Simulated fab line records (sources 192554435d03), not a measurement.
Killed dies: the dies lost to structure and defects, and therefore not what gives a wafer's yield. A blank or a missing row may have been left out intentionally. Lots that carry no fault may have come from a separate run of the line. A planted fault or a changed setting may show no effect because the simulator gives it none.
Matching of chambers    flow n5 finfet    N5_BEOL_M2_PECVD_72 on pecvd-01 has 3 sister chambers
The step deposits SiO2 from TEOS/O2, target thk 16 nm, time 18 s. 6 wafers are shown with their chamber, then 7 later ones without.

== WAFERS, EACH WITH ITS CHAMBER ==
wafer   chamber  throttle valve pct (%)  showerhead plenum p Torr (Torr)
L332.5  2        20.3                    8.80
L333.2  1        22.3                    8.86
L333.4  2        20.8                    8.82
L333.6  0        24.1                    8.74
L336.3  1        22.3                    8.84
L336.5  0        24.2                    8.78

== WAFERS WITH NO CHAMBER GIVEN ==
wafer   throttle valve pct (%)  showerhead plenum p Torr (Torr)
L336.6  20.6                    8.80
L342.3  20.9                    8.78
L342.4  24.2                    8.76
L342.6  21.0                    8.80
L343.3  24.3                    8.76
L343.4  24.4                    8.72
L343.5  20.7                    8.80

== WHICH CHAMBER EACH ONE RAN IN ==
wafer   from the rows above  in truth
L336.6  2                    2
L342.3  2                    2
L342.4  0                    0
L342.6  2                    2
L343.3  0                    0
L343.4  0                    0
L343.5  2                    2
Correct placement for 7 of the 7. From these rows, 0 cannot be placed. Number placed wrongly: 0.
How it was worked out, from the rows above alone: a wafer's distance from a chamber is the root of the sum, over the readings, of the square of ((its reading less the chamber's mean) divided by the reading's scatter). The wafer belongs to the nearest chamber; if the next one is less than 2 further off, it can't be placed. The mean given for a chamber averages the wafers shown for that chamber. The scatter: the root of (the sum of the squares of (reading less its chamber's mean) over the shown wafers, divided by (wafers less chambers)).
